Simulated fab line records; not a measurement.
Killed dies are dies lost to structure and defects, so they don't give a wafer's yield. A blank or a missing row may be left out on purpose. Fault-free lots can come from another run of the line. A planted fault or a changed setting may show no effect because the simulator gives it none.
Which tool did it?	flow nandHarc	11 lots with 33 wafers sampled at 5 steps, on a route of 1159 steps

WHAT THE GAUGES SHOWED, per wafer
NHARC_END_SORT_01. Usual: killedAtArray 29, standard deviation 9.4; killedAtOther 0.7, standard deviation 1.3; killedAtPeriphery 2.9, standard deviation 2.1; killedDies 32, standard deviation 9; killedOpen 3.3, standard deviation 1.8; killedShort 1.9, standard deviation 1.4.
lot	measured	on	killedAtArray	killedAtOther	killedAtPeriphery	killedDies	killedOpen	killedShort	flag
L877	day 20 15:32	prober-02	31 27 30	0 0 0	1 1 1	32 28 31	1 3 0	5 0 1	
L879	day 20 09:17	prober-01	27 34 26	0 2 1	4 5 2	31 41 29	2 6 7	3 1 0	
L881	day 20 23:13	prober-02	37 33 30	0 1 1	2 1 1	39 35 32	3 4 4	1 1 1	
L882	day 21 16:17	prober-01	19 11 22	1 0 2	1 1 1	21 12 25	2 1 3	2 2 2	
L889	day 22 08:38	prober-02	43 48 533	0 0 0	4 3 4	47 51 537	5 3 4	5 3 0	OFF
L892	day 23 09:14	prober-01	20 19 15	6 7 4	4 3 1	30 29 20	6 4 3	3 2 1	OFF
L891	day 24 05:20	prober-02	37 40 48	0 0 2	3 0 1	40 40 51	2 0 4	3 1 1	
L896	day 23 20:46	prober-01	29 30 30	0 2 1	1 3 2	30 35 33	4 8 6	3 0 2	
L895	day 24 11:31	prober-02	34 41 37	0 0 1	2 2 2	36 43 40	2 3 2	2 3 2	
L899	day 24 11:40	prober-01	14 23 19	1 0 1	0 7 7	15 30 27	2 3 6	3 5 4	
L900	day 25 03:25	prober-02	37 38 42	0 0 0	1 2 1	38 40 43	6 1 7	1 1 0	

TOOL THAT RAN EACH LOT (tool first, then ch and the chambers of the sampled wafers, then the start)
lot	NHARC_A_STAIRCASE_ETCHBACK_422	NHARC_A_STAIRCASE_STRIP_475	NHARC_A_SGD_CUT_ETCH_58	NHARC_A_SGD_CUT_ETCHBACK_24
L877	rieDiel-09 ch 0,2,3, day 13 15:14	rieDiel-13 ch 0,2,3, day 13 17:34 or earlier	rieDiel-01 ch 0,2,3, day 13 17:34	rieDiel-11 ch 0,1,2, day 14 02:30
L879	rieDiel-09 ch 1,2,3, day 14 19:45	rieDiel-13 ch 1,2,3, day 14 21:57 or earlier	rieDiel-05 ch 0,1,2, day 14 21:57	rieDiel-01 ch 0,1, day 15 04:02
L881	rieDiel-08 ch 0,2,3, day 14 21:05	rieDiel-08 ch 1,2,3, day 14 23:28 or earlier	rieDiel-11 ch 0,3, day 14 23:28	rieDiel-11 ch 2,3, day 15 04:10
L882	rieDiel-08 ch 0,2,3, day 15 15:23	rieDiel-09 ch 2,3, day 15 17:58 or earlier	rieDiel-05 ch 0,2,3, day 15 17:58	rieDiel-11 ch 0,1, day 15 23:52
L889	rieDiel-13 ch 1,2,3, day 16 14:46	rieDiel-13 ch 0,1, day 16 17:08 or earlier	rieDiel-05 ch 0,2,3, day 16 17:08	rieDiel-01 ch 0,1,3, day 16 22:53
L892	rieDiel-08 ch 0,2,3, day 17 10:31	rieDiel-09 ch 0,1,2, day 17 12:48 or earlier	rieDiel-01 ch 0,1,3, day 17 12:48	rieDiel-05 ch 0,3, day 17 20:01
L891	rieDiel-08 ch 0,3, day 17 19:33	rieDiel-13 ch 1,2,3, day 17 21:52 or earlier	rieDiel-11 ch 1,3, day 17 21:52	rieDiel-01 ch 1,2, day 18 06:17
L896	rieDiel-13 ch 0,1,3, day 17 20:16	rieDiel-09 ch 0,1, day 17 22:36 or earlier	rieDiel-01 ch 0,3, day 17 22:36	rieDiel-05 ch 0,1,3, day 18 06:26
L895	rieDiel-09 ch 0,2,3, day 17 20:56	rieDiel-09 ch 0,2,3, day 17 23:15 or earlier	rieDiel-11 ch 0,1,3, day 17 23:15	rieDiel-01 ch 0,1,3, day 18 06:26
L899	rieDiel-08 ch 0,1,3, day 18 19:06	rieDiel-13 ch 0,1,2, day 18 21:29 or earlier	rieDiel-01 ch 1,2, day 18 21:29	rieDiel-05 ch 0,2, day 19 03:53
L900	rieDiel-09 ch 1,2,3, day 19 20:17	rieDiel-08 ch 0,2,3, day 19 21:22	rieDiel-01 ch 0,1,2, day 19 23:22	rieDiel-05 ch 0,1,3, day 20 05:16
- NHARC_A_STAIRCASE_ETCHBACK_422: etches the open film in CH3F/O2, target depth 40 nm, time 74.286 s.
- NHARC_A_STAIRCASE_STRIP_475: strips in O2, time 20 s.
- NHARC_A_SGD_CUT_ETCH_58: etches the open film in CF4, target depth 39 nm, time 65 s.
- NHARC_A_SGD_CUT_ETCHBACK_24: etches the open film in CH3F/O2, target depth 50 nm, time 92.857 s.

AS READ BY THE TOOLS THEMSELVES (means over the sampled wafers that have a number; for cases with no such wafer, the mark the record gives instead)
NHARC_A_STAIRCASE_ETCHBACK_422. Usual: drypumpMotorCurrentA 5.9 A, standard deviation 0.46; oesProductAu 0.97 a.u., standard deviation 0.04; rfVppV 244.0 V, standard deviation 1.5; showerheadPlenumPTorr 2.43 Torr, standard deviation 0.086; throttleValvePct 20.663 %, standard deviation 0.0097.
lot	tool	drypumpMotorCurrentA (A)	oesProductAu (a.u.)	rfVppV (V)	showerheadPlenumPTorr (Torr)	throttleValvePct (%)	flag
L877	rieDiel-09	5.5	0.99	245.3	2.46	20.670	
L879	rieDiel-09	5.8	0.91	244.3	2.50	20.662	
L881	rieDiel-08	6.1	0.99	243.5	2.41	20.656	
L882	rieDiel-08	6.1	1.00	243.1	2.41	20.672	
L889	rieDiel-13	5.8	0.93	244.1	2.46	20.662	
L892	rieDiel-08	6.1	0.92	243.8	2.41	20.666	
L891	rieDiel-08	6.1	0.91	243.4	2.40	20.660	
L896	rieDiel-13	5.7	1.00	245.6	2.51	20.673	
L895	rieDiel-09	5.4	1.00	244.9	2.44	20.662	
L899	rieDiel-08	6.1	0.99	242.9	2.37	20.668	
L900	rieDiel-09	5.8	1.00	244.9	2.48	20.653	

NHARC_A_STAIRCASE_STRIP_475. Usual: drypumpMotorCurrentA 6.0 A, standard deviation 0.43; oesProductAu 0.998 a.u., standard deviation 0.0092; rfVppV 57.7 V, standard deviation 0.91; showerheadPlenumPTorr 3.49 Torr, standard deviation 0.12; throttleValvePct 17.037 %, standard deviation 0.0098.
lot	tool	drypumpMotorCurrentA (A)	oesProductAu (a.u.)	rfVppV (V)	showerheadPlenumPTorr (Torr)	throttleValvePct (%)	flag
L877	rieDiel-13	5.9	0.996	58.1	3.49	17.034	
L879	rieDiel-13	5.8	1.004	57.5	3.54	17.039	
L881	rieDiel-08	6.3	0.998	57.9	3.43	17.039	
L882	rieDiel-09	5.3	1.008	58.0	3.61	17.031	
L889	rieDiel-13	5.8	0.993	58.0	3.70	17.028	
L892	rieDiel-09	6.0	0.991	57.9	3.47	17.036	
L891	rieDiel-13	5.8	1.000	58.0	3.53	17.045	
L896	rieDiel-09	6.5	0.992	57.5	3.42	17.030	
L895	rieDiel-09	5.5	0.993	56.9	3.50	17.039	
L899	rieDiel-13	6.0	1.008	58.2	3.56	17.033	
L900	rieDiel-08	6.1	0.994	58.1	3.45	17.034	

NHARC_A_SGD_CUT_ETCH_58. Usual: drypumpMotorCurrentA 5.7 A, standard deviation 0.45; oesProductAu 0.998 a.u., standard deviation 0.0094; rfVppV 151.2 V, standard deviation 1.3; showerheadPlenumPTorr 1.76 Torr, standard deviation 0.075; throttleValvePct 13.283 %, standard deviation 0.0093.
lot	tool	drypumpMotorCurrentA (A)	oesProductAu (a.u.)	rfVppV (V)	showerheadPlenumPTorr (Torr)	throttleValvePct (%)	flag
L877	rieDiel-01	5.8	0.989	149.7	1.73	13.283	
L879	rieDiel-05	5.6	0.981	150.7	1.77	13.277	
L881	rieDiel-11	5.8	0.996	151.1	1.75	13.288	
L882	rieDiel-05	5.9	1.006	151.3	1.78	13.275	
L889	rieDiel-05	5.9	0.938	151.7	1.78	13.283	OFF
L892	rieDiel-01	5.7	0.986	150.6	1.74	13.278	
L891	rieDiel-11	5.3	0.993	153.5	1.80	13.289	
L896	rieDiel-01	6.0	1.004	152.0	1.78	13.276	
L895	rieDiel-11	5.7	1.010	151.5	1.74	13.274	
L899	rieDiel-01	5.5	0.998	149.9	1.67	13.278	
L900	rieDiel-01	5.5	0.999	149.3	1.69	13.278	

NHARC_A_SGD_CUT_ETCHBACK_24. Usual: drypumpMotorCurrentA 5.7 A, standard deviation 0.46; oesProductAu 0.97 a.u., standard deviation 0.032; rfVppV 244.3 V, standard deviation 1.8; showerheadPlenumPTorr 2.45 Torr, standard deviation 0.12; throttleValvePct 20.664 %, standard deviation 0.0093.
lot	tool	drypumpMotorCurrentA (A)	oesProductAu (a.u.)	rfVppV (V)	showerheadPlenumPTorr (Torr)	throttleValvePct (%)	flag
L877	rieDiel-11	5.8	0.99	244.1	2.41	20.664	
L879	rieDiel-01	5.5	0.99	243.5	2.38	20.659	
L881	rieDiel-11	5.1	0.92	246.7	2.62	20.664	
L882	rieDiel-11	6.1	1.00	242.6	2.30	20.669	
L889	rieDiel-01	5.8	0.99	243.4	2.41	20.662	
L892	rieDiel-05	5.5	0.93	244.8	2.51	20.669	
L891	rieDiel-01	5.5	0.99	241.9	2.32	20.659	
L896	rieDiel-05	5.5	1.00	245.0	2.52	20.658	
L895	rieDiel-01	5.7	1.00	243.3	2.41	20.663	
L899	rieDiel-05	6.1	0.99	243.1	2.41	20.658	
L900	rieDiel-05	5.5	1.00	246.3	2.52	20.665	

THE ANSWER, worked out from the rows above alone
Rule: lot off if the mean of its wafers having a number is beyond 3 standard deviations from the usual mean. A lot without any number at a reading at which 4 lots or more have one is off too. The other lots that the step has rows for count as sound. First the gauges in route order, then the tools' own readings, where a lot's mean is used as printed above. The first step at which some lot is off is used, and at that step the reading that is off furthest; a lot without a number counts as furthest.
Off, at NHARC_END_SORT_01 on killedDies: L889.
If a tool, at a process step before that reading, ran all the lots that are off and no sound lot after the first of them, it fits. The gauges at NHARC_END_SORT_01 aren't tried: what is off there is off at NHARC_A_SGD_CUT_ETCH_58 too, on other tools, and a gauge's error can't cause that. NHARC_A_STAIRCASE_STRIP_475: start missing for some lots; hours and lot order therefore follow NHARC_A_SGD_CUT_ETCH_58. One candidate fits, namely rieDiel-05 at NHARC_A_SGD_CUT_ETCH_58. Its last sound lot is L882 (day 15 17:58), its first lot that is off L889 (day 16 17:08): a fault that began between those two fits.
The tool's own readings at NHARC_A_SGD_CUT_ETCH_58 bear it out: on the lots that are off they differ by more than 5 times the standard deviation of the sound lots' means. oesProductAu reads 0.938 a.u. there against 0.996 a.u. on the sound lots.

WHAT THE SIMULATOR HAD PUT IN
rieDiel-05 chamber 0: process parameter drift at NHARC_A_SGD_CUT_ETCH_58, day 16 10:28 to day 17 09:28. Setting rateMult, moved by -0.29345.
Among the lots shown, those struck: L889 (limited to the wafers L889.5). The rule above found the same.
